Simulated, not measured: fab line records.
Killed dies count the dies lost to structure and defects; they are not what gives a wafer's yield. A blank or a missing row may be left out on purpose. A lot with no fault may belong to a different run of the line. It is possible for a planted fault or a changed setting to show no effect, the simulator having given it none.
Which tool was responsible? -- flow nand-harc -- 15 lots, 45 wafers sampled, at 3 steps of a route of 1159

## WHAT THE GAUGES SHOWED, per wafer
NHARC_P_CONTACT_OVL_MEAS_13. Usual: overlay-x-nm -0.1 nm, standard deviation 0.94; overlay-y-nm 0.2 nm, standard deviation 0.86.
lot,measured,on,overlay-x-nm (nm),overlay-y-nm (nm),flag
L548,day 5 15:29,overlay-02,0.6 0.3 1.1,1.1 0.3 0.7,
L561,day 8 17:33,overlay-01,-0.2 0.0 -0.3,-0.6 -0.4 -0.7,
L562,day 9 06:39,overlay-01,-2.3 -2.2 -2.6,0.0 0.0 0.0,
L563,day 9 13:02,overlay-02,-0.5 -0.1 -0.4,0.7 -0.1 0.5,
L564,day 9 13:48,overlay-02,-0.2 0.5 0.5,1.4 2.0 1.3,
L565,day 9 20:35,overlay-02,0.4 0.6 0.1,1.0 0.7 1.4,
L567,day 10 01:41,overlay-01,-0.6 -1.2 -0.9,0.3 -0.8 -0.4,
L566,day 10 02:01,overlay-01,0.5 0.4 0.6,0.4 1.2 0.9,
L568,day 10 16:43,overlay-02,-0.2 0.2 1.0,-0.8 -0.8 -0.7,
L569,day 10 17:23,overlay-02,0.5 0.0 0.5,0.2 0.4 0.3,
L570,day 10 23:37,overlay-01,-0.6 -0.3 0.0,-0.9 -1.7 -1.3,
L571,day 11 08:50,overlay-02,0.0 -0.2 -0.6,1.6 1.2 1.0,

## EACH LOT AND THE TOOL THAT RAN IT (in order: tool; ch and the chambers of the sampled wafers; start)
lot,NHARC_P_GATE_STRIP_101,NHARC_P_GATE_DEVELOP_45
L548,"rie-diel-11 ch 0,1,3, day 5 04:56","litho-track-05 ch 0, day 5 05:00"
L554,"rie-diel-09 ch 0,2,3, day 6 10:30","litho-track-05, day 6 11:00"
L553,"rie-diel-11 ch 0,1, day 6 10:53","litho-track-05, day 6 11:00"
L555,"rie-diel-11 ch 2,3, day 7 02:49","litho-track-07, day 7 03:00"
L561,"rie-diel-11 ch 0,3, day 8 08:20","litho-track-05 ch 0, day 8 09:00"
L562,"rie-diel-11 ch 1,2,3, day 8 21:14","litho-track-05 ch 0, day 8 21:00"
L563,"rie-diel-06 ch 0,1, day 9 04:08","litho-track-07 ch 0, day 9 04:00"
L564,"rie-diel-09 ch 1,2, day 9 04:36","litho-track-05 ch 0, day 9 05:00"
L565,"rie-diel-06 ch 1,2, day 9 11:20","litho-track-05 ch 0, day 9 12:00"
L567,"rie-diel-11 ch 0,1, day 9 16:32","litho-track-07 ch 0, day 9 17:00"
L566,"rie-diel-11 ch 0,3, day 9 16:35","litho-track-03 ch 0, day 9 17:00"
L568,"rie-diel-06 ch 0,2,3, day 10 07:37","litho-track-03 ch 0, day 10 08:00"
L569,"rie-diel-06 ch 1,2,3, day 10 07:59","litho-track-05 ch 0, day 10 08:00"
L570,"rie-diel-06 ch 0,1,2, day 10 14:38","litho-track-05 ch 0, day 10 15:00"
L571,"rie-diel-11 ch 0,2,3, day 10 22:44","litho-track-03 ch 0, day 10 23:00"
- NHARC_P_GATE_STRIP_101: strips in O2, time 20 s.
- NHARC_P_GATE_DEVELOP_45: time 70 s.

## WHAT THE TOOLS THEMSELVES READ (means of the sampled wafers that have a number; where no wafer has one, the mark that the record gives instead)
NHARC_P_GATE_STRIP_101. Usual: drypump-motor-current-A 5.6 A, standard deviation 0.4; oes-product-au 1.003 a.u., standard deviation 0.0092; rf-vpp-V 58.0 V, standard deviation 0.88; showerhead-plenum-p-Torr 3.56 Torr, standard deviation 0.15; throttle-valve-pct 17.037 %, standard deviation 0.0099.
lot,tool,drypump-motor-current-A (A),oes-product-au (a.u.),rf-vpp-V (V),showerhead-plenum-p-Torr (Torr),throttle-valve-pct (%),flag
L548,rie-diel-11,5.5,1.006,57.8,3.60,17.041,
L554,rie-diel-09,5.8,1.000,57.2,3.60,17.036,
L553,rie-diel-11,5.3,1.021,57.4,3.46,17.037,
L555,rie-diel-11,5.5,0.998,57.6,3.73,17.036,
L561,rie-diel-11,5.3,1.011,58.0,3.49,17.037,
L562,rie-diel-11,5.6,1.004,58.5,3.71,17.036,
L563,rie-diel-06,5.9,1.001,57.4,3.40,17.048,
L564,rie-diel-09,6.0,1.001,58.4,3.61,17.038,
L565,rie-diel-06,5.3,1.012,57.8,3.56,17.041,
L567,rie-diel-11,5.6,1.007,57.5,3.56,17.036,
L566,rie-diel-11,5.4,1.009,58.0,3.62,17.039,
L568,rie-diel-06,5.6,0.996,58.3,3.50,17.032,
L569,rie-diel-06,5.7,1.001,59.1,3.55,17.027,
L570,rie-diel-06,5.6,1.001,57.6,3.46,17.040,
L571,rie-diel-11,5.4,0.998,58.5,3.60,17.042,

NHARC_P_GATE_DEVELOP_45. Usual: chill-plate-temp-C 23.00 C, standard deviation 0.12; exhaust-pa 45.0 Pa, standard deviation 0.9.
lot,tool,chill-plate-temp-C (C),exhaust-pa (Pa),flag
L548,litho-track-05,23.08,44.6,
L554,litho-track-05,-,-,OFF
L553,litho-track-05,-,-,OFF
L555,litho-track-07,-,-,OFF
L561,litho-track-05,22.79,45.2,
L562,litho-track-05,23.03,44.9,
L563,litho-track-07,22.97,45.6,
L564,litho-track-05,23.04,44.7,
L565,litho-track-05,23.16,45.8,
L567,litho-track-07,22.91,44.5,
L566,litho-track-03,22.95,45.3,
L568,litho-track-03,22.86,43.9,
L569,litho-track-05,23.14,44.8,
L570,litho-track-05,22.91,46.3,
L571,litho-track-03,23.02,44.8,

## THE ANSWER, worked out from the rows above alone
Rule: take the mean of a lot's wafers that have a number; if it is more than 3 standard deviations from the usual mean, the lot is off. A lot without any number at a reading at which 4 lots or more have one is off too. The other lots that the step has rows for count as sound. The gauges are gone through in route order, then the tools' own readings, and for those a lot's mean is taken as printed above. The first step at which some lot is off is used, and at that step the reading that is off furthest; a lot without a number counts as furthest.
Off, at NHARC_P_GATE_DEVELOP_45 on chill-plate-temp-C: L554, L553, L555. Without a number there: L554, L553, L555.
A tool fits if, at that step or a process step before it, it ran every lot that is off, and no sound lot after the first of them. No candidate that was tried fits.

## WHAT THE SIMULATOR HAD INSERTED
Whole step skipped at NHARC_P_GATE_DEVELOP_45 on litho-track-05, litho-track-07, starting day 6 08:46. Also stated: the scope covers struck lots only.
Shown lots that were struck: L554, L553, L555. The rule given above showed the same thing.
